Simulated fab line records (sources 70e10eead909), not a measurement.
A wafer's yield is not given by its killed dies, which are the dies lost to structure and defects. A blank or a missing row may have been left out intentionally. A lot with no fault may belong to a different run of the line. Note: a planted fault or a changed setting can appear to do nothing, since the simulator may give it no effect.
fab line records | flow nandHarc
record lots=5 wafers=15 lastDay=33
route steps=1302 shown A_WL_FILL@971 A_CONTACT@983 END@1302
lots untouched by any fault: they come from a run of this same line in which no faults occurred
startH: hours from the record's first day to the start of the lot's first wafer shown | waitH: time in hours since the lot's previous step | " identical to the entry in the row above | L1.1+2: a single row standing in for several wafers | - value missing, or start not given | * or withheld: withheld | < > ~ a bound
route shown NAME@n: NAME is a module with steps in the file, n the number in the route of the first one | usual: mean/standard deviation taken from wafers without a fault | same: alike in all rows | chamber/n: place in a boat | sites: the reading at each site | _std_site: the standard deviation of these | _edge_site: the outer-site mean with the inner-site mean subtracted | radiusMm: how far each site lies from the wafer's centre | mask NAME#n: copy n | behind: the most recent tool/chamber to have shaped the wafer | hold: reason for holding the lot/hours on hold/outcome of the hold | device: transistor that didn't switch, given as n, p or np | end of line: the tests these same wafers got at the end of their route | step lacking rows: just its recipe | killed: dies lost to structure and defects at the first sort, not the wafer's yield | map: shows each die of a wafer: x if killed, . if not, _ if none is there
set.NAME: setting as actually run; set.NAME@STEP: the setting as run at that earlier step | model.NAME: the simulator's own value behind a step, which no gauge read
a table for each step, a row for each wafer; lots at some steps of the route
services: a tool's chamber out of use, with start hour (startH, from the record's first day; less than 0 if before it), hours out, and reason
## steps
# step NHARC_A_WL_FILL_CVD_23
# recipe targetThkA=400 tempC=620 pressureMtorr=200 timeS=800 material=poly-Si
# step NHARC_A_WL_FILL_ETCHBACK_26
# recipe targetDepthA=520 timeS=13.3 hbrFlowSccm=150 rfW=350 icpW=350 biasW=60 chemistry=HBr
# usual drypumpMotorCurrentA=6.0/0.48 oesProductAu=1.001/0.0071 throttleValvePct=23.264/0.0095
# columns lot.wafer tool chamber startH waitH drypumpMotorCurrentA oesProductAu rfHoursCounterH throttleValvePct
L819.4 rieSi-02 1 604.31 0.4 5.5 0.989 1.0 23.270
L819.2 " 2 " " 6.1 1.003 1.0 23.263
L819.5 " 2 " " 6.2 0.998 - 23.273
L818.3 rieSi-02 0 613.25 0.4 5.6 1.008 1.1 23.279
L818.4 " 1 " " 5.5 0.995 1.0 23.260
L818.6 " 0 " " 5.6 0.992 - 23.269
L826.1 rieSi-02 2 653.11 0.4 6.2 0.998 0.1 23.265
L826.4 " 3 " " 5.8 1.001 0.1 23.270
L826.3 " 0 " " 5.6 1.009 0.1 23.282
L824.2 rieSi-06 1 653.14 0.4 6.1 1.018 0.3 23.262
L824.6 " 3 " " 6.1 1.002 - 23.253
L824.5 " 0 " " 6.1 0.999 - 23.266
L830.1 rieSi-06 1 703.77 0.4 6.1 0.990 0.6 23.270
L830.4 " 2 " " 5.0 1.003 0.6 23.262
L830.6 " 1 " " 6.1 1.006 - 23.238
# step NHARC_A_WL_FILL_PRECLEAN_30
# recipe timeS=10 chemistry=dHF
# step NHARC_A_WL_FILL_SRD_14
# step NHARC_A_WL_FILL_ALD_19
# recipe targetThkA=20 pulseTimeS=3 aldCycles=100 tempC=450 material=TiN
# usual heaterPowerOuterW=659/64 heaterPowerW=1053/85 precursorPulseHeightRel=1.000/0.018
# columns lot.wafer tool chamber startH waitH heaterPowerOuterW heaterPowerW precursorPulseHeightRel sinceWetCleanH
L819.4 aldMetal-04 0 604.58 0.1 718 1169 0.975 121
L819.2 " 3 " " 692 1135 1.006 121
L819.5 " 1 " " 676 1060 0.988 -
L818.4 aldMetal-04 0 613.54 0.1 714 1141 0.991 130
L818.3 " 1 " " 672 1037 0.984 130
L818.6 " 3 " " 688 1146 1.010 -
L826.1 aldMetal-01 2 653.38 0.1 667 1119 0.972 117
L826.4 " 0 " " 679 1000 1.000 117
L826.3 " 1 " " 744 1198 0.997 117
L824.2 aldMetal-03 1 653.38 0.1 585 1030 0.985 75
L824.5 " 1 " " 595 1016 0.974 -
L824.6 " 2 " " 762 1118 1.012 -
L830.4 aldMetal-03 1 704.03 0.1 589 1040 0.967 126
L830.1 " 0 " " 681 983 1.007 126
L830.6 " 1 " " 597 1021 1.008 -
# step NHARC_A_WL_FILL_CVD_20
# recipe targetThkA=1000 tempC=400 pressureTorr=40 wf6FlowSccm=40 h2FlowSccm=1600 arFlowSccm=1560 timeS=74 material=W
# usual heaterPowerOuterW=527/47 heaterPowerW=859/65 mfcArSccm=1560/4.4 throttleValvePct=7.89/0.23
# columns lot.wafer tool chamber startH waitH heaterPowerOuterW heaterPowerW mfcArSccm sinceWetCleanH throttleValvePct
L819.2 cvdW-02 0 - - 462 761 1560 142 8.12
L819.4 " 1 " " 548 841 1560 - 7.99
L819.5 " 0 " " 463 777 1567 - 8.01
L818.4 cvdW-01 1 - - 601 929 1556 - 7.65
L818.3 " 0 " " 504 881 1563 - 7.54
L818.6 " 1 " " 610 939 1557 - 7.82
L826.1 cvdW-01 1 - - 579 953 1546 94 7.89
L826.4 " 1 " " 590 939 1557 - 8.00
L826.3 " 0 " " 508 879 1554 - 7.73
L824.2 cvdW-02 0 - - 447 763 1565 10 8.38
L824.5 " 0 " " 465 771 1566 - 8.16
L824.6 " 1 " " 535 833 1559 - 8.05
L830.1 cvdW-01 1 - - 594 928 1560 144 8.16
L830.4 " 0 " " 508 881 1563 - 7.52
L830.6 " 1 " " 600 927 1560 - 7.98
# step NHARC_A_WL_FILL_CMP_12
# recipe tOverpolishS=30 targetThkNm=100
# usual motorCurrentA=12.3/0.95 overpolishRunS=30.000/0.0087 timeToEndpointS=20.4/2.3
# same tOverpolishS=30
# columns lot.wafer tool chamber startH waitH motorCurrentA overpolishRunS timeToEndpointS
L819.2 cmp-03 1 604.98 0.2 12.5 29.990 21.9
L819.4 " 2 " " 12.2 29.991 23.5
L819.5 " 1 " " 12.3 30.002 23.5
L818.3 cmp-02 2 613.88 0.1 12.5 30.009 19.0
L818.4 " 0 " " 14.1 29.996 18.2
L818.6 " 3 " " 11.2 29.996 20.1
L826.1 cmp-03 2 653.76 0.2 12.1 29.999 20.9
L826.4 " 3 " " 12.8 30.005 19.9
L826.3 " 1 " " 13.2 29.999 20.2
L824.2 cmp-02 1 653.81 0.2 13.2 30.006 26.8
L824.5 " 3 " " 11.5 29.994 23.8
L824.6 " 0 " " 13.8 30.007 19.6
L830.1 cmp-03 1 704.42 0.2 11.9 30.000 17.4
L830.4 " 3 " " 12.4 29.999 18.5
L830.6 " 1 " " 12.5 29.987 17.9
# step NHARC_A_WL_FILL_SRD_31
# step NHARC_A_WL_FILL_INSPECT_15
# usual rawDefectCount=506/150
# columns lot.wafer tool chamber startH waitH rawDefectCount
L819.2 defectInspect-01 - 605.45 0.0 677
L819.4 " - " " 486
L819.5 " - " " 478
L818.3 defectInspect-02 - 614.37 0.0 385
L818.4 " - " " 439
L818.6 " - " " 611
L826.1 defectInspect-02 - 654.23 0.0 596
L826.3 " - " " 712
L826.4 " - " " 446
L824.2 defectInspect-01 - 654.25 0.0 611
L824.5 " - " " 843
L824.6 " - " " 440
L830.1 defectInspect-02 - 704.91 0.0 402
L830.4 " - " " 491
L830.6 " - " " 409
# step NHARC_A_CONTACT_DEP_24
# recipe targetThkA=5000 tempC=400 pressureTorr=6.5 rfW=900 teosFlowSccm=161.4 flowSccm=2650 targetThkNm=500 gas=O2 material=SiO2
# usual heaterPowerOuterW=299/66 heaterPowerW=553/84 rfFwdPowerW=898.0/2.7 showerheadVppV=1879/69 throttleValvePct=15.9/0.68
# columns lot.wafer tool chamber startH waitH heaterPowerOuterW heaterPowerW rfFwdPowerW showerheadVppV sinceWetCleanH throttleValvePct
L819.2 pecvd-01 1 605.64 0.2 230 445 897.1 1882 100 16.3
L819.4 " 2 " " 331 654 898.2 1862 - 16.3
L819.5 " 0 " " 201 409 898.0 1849 - 14.8
L818.3 pecvd-02 0 614.50 0.1 282 517 896.9 1788 12 15.4
L818.4 " 0 " " 297 551 902.3 1805 - 15.5
L818.6 " 1 " " 285 531 893.9 2078 - 15.6
L826.1 pecvd-03 2 654.29 0.1 277 538 897.7 1840 94 16.5
L826.3 " 1 " " 318 550 898.2 1820 94 15.4
L826.4 " 2 " " 289 545 898.4 1827 - 16.5
L824.2 pecvd-02 0 654.38 0.1 194 388 1259.8 2112 52 15.5
L824.6 " 0 " " 208 427 1254.9 2109 - 15.5
L824.5 " 1 " " 297 526 896.6 1994 - 15.9
L830.1 pecvd-01 0 705.10 0.2 300 551 895.1 1803 19 14.7
L830.6 " 2 " " 311 649 898.4 1866 - 16.4
L830.4 " 0 " " 306 557 896.3 1821 - 15.1
# step NHARC_END_SORT_01
# recipe tempC=25
# usual killedAtArray=57/24 killedAtOther=0.7/0.94 killedAtPeriphery=3.8/2.5 killedDies=62/23 killedOpen=3.1/1.8 killedShort=2.5/1.6
# same grossDies=677
# columns lot.wafer tool chamber startH waitH killedAtArray killedAtOther killedAtPeriphery killedDies killedOpen killedShort
L818.3 prober-01 0 696.15 3.1 76 1 4 81 5 0
L818.4 prober-01 0 696.96 3.4 52 1 3 56 2 1
L818.6 prober-01 0 698.58 4.0 75 0 1 76 5 4
L826.1 prober-01 0 733.31 2.5 78 0 2 80 3 1
L826.3 prober-01 0 734.93 3.1 94 3 0 97 2 1
L826.4 prober-01 0 735.74 3.4 90 0 1 91 5 3
# killed by level:class
L818.3 A_CHANNEL_HOLE_D1:chamberFilmFlake=34 A_CHANNEL_HOLE_D2:chamberFilmFlake=25 A_CONTACT:chamberFilmFlake=6 A_STAIRCASE:chamberFilmFlake=3 A_CHANNEL_FILL_D2:geometricParticle:open=2 P_STI:chamberFilmFlake=2 A_ZERO_WELL:chamberFilmFlake=2 A_SLIT:chamberFilmFlake=2
L818.4 A_CHANNEL_HOLE_D1:chamberFilmFlake=24 A_CHANNEL_HOLE_D2:chamberFilmFlake=17 A_SLIT:chamberFilmFlake=3 A_STAIRCASE:chamberFilmFlake=2 A_CONTACT:chamberFilmFlake=2 P_GATE:geometricParticle:open=1 A_CHANNEL_HOLE_D2:geometricParticle:short=1 A_SGD_CUT:geometricParticle:open=1
L818.6 A_CHANNEL_HOLE_D1:chamberFilmFlake=36 A_CHANNEL_HOLE_D2:chamberFilmFlake=19 A_CONTACT:chamberFilmFlake=8 A_ONON_D1:geometricParticle:short=2 A_CHANNEL_FILL_D1:geometricParticle:open=2 A_CHANNEL_HOLE_D2:geometricParticle:short=1 A_CHANNEL_FILL_D2:geometricParticle:open=1 A_STAIRCASE:geometricParticle:open=1
L826.1 A_CHANNEL_HOLE_D1:chamberFilmFlake=24 A_CHANNEL_HOLE_D2:chamberFilmFlake=21 A_SLIT:chamberFilmFlake=16 A_CONTACT:chamberFilmFlake=8 A_WL_FILL:chamberFilmFlake=3 A_STAIRCASE:chamberFilmFlake=2 P_CONTACT:geometricParticle:short=1 P_CONTACT:geometricParticle:open=1
L826.3 A_CHANNEL_HOLE_D1:chamberFilmFlake=36 A_SLIT:chamberFilmFlake=29 A_CHANNEL_HOLE_D2:chamberFilmFlake=11 A_CONTACT:chamberFilmFlake=6 A_ZERO_WELL:chamberFilmFlake=2 A_CHANNEL_FILL_D2:chamberFilmFlake=2 A_STAIRCASE:chamberFilmFlake=2 A_WL_FILL:chamberFilmFlake=2
L826.4 A_SLIT:chamberFilmFlake=30 A_CHANNEL_HOLE_D1:chamberFilmFlake=24 A_CHANNEL_HOLE_D2:chamberFilmFlake=12 A_CONTACT:chamberFilmFlake=8 A_DECK1_JOINT:chamberFilmFlake=3 A_STAIRCASE:chamberFilmFlake=3 A_CHANNEL_FILL_D2:chamberFilmFlake=2 P_M0:geometricParticle:open=1
## services
# columns tool chamber startH hours kind
pecvd-02 - 589.44 13.0 pm
rieSi-06 - 603.00 9.0 pm
rieSi-02 3 616.39 4.7 repair
cvdW-02 - 631.00 13.0 pm
rieSi-02 - 631.00 9.0 pm
rieSi-02 0 631.00 9.0 ventCycle
rieSi-02 1 631.00 9.0 ventCycle
rieSi-02 2 631.00 9.0 ventCycle
rieSi-02 3 631.00 9.0 ventCycle
rieSi-02 0 640.00 - clean
rieSi-02 1 640.00 - clean
cmp-02 - 640.38 4.0 pm
rieSi-06 1 649.74 2.1 repair
aldMetal-04 - 652.00 10.0 pm
pecvd-01 - 657.51 0.2 repair
cmp-03 - 662.45 4.0 pm
aldMetal-04 3 666.74 8.1 repair
aldMetal-04 1 671.31 3.1 repair
cmp-03 - 672.80 1.4 repair
pecvd-01 - 673.30 13.0 pm
aldMetal-03 - 684.09 0.8 repair
rieSi-02 - 690.40 0.3 repair
pecvd-01 - 701.63 0.7 repair
aldMetal-01 - 704.00 10.0 pm
## key
firstSign step=NHARC_A_CONTACT_DEP_24 reading=rfFwdPowerW direction=up sigmas=99+ usual=* struck=*
effect step=NHARC_A_CONTACT_DEP_24 reading=showerheadVppV direction=up sigmas=3.4 usual=1879 struck=2111
metAt NHARC_A_CONTACT_DEP_24
struckWafers L824.2,L824.6
testerLeftOut L824
onsetBetween 614.50 654.38
fault kind=processParameterDrift tool=pecvd-02 chamber=0 onsetH=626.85 steps=NHARC_A_CONTACT_DEP_24 channel=rfW offset=* shape=step endH=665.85 actsIn=* stated=*
# testerLeftOut: of these lots the tester's yield and bins aren't shown, on N5 and GAA mostly nor the transistor test; their killed dies are dies lost to structure and defects alone, not to doping, threshold or leakage, so they don't give the yield
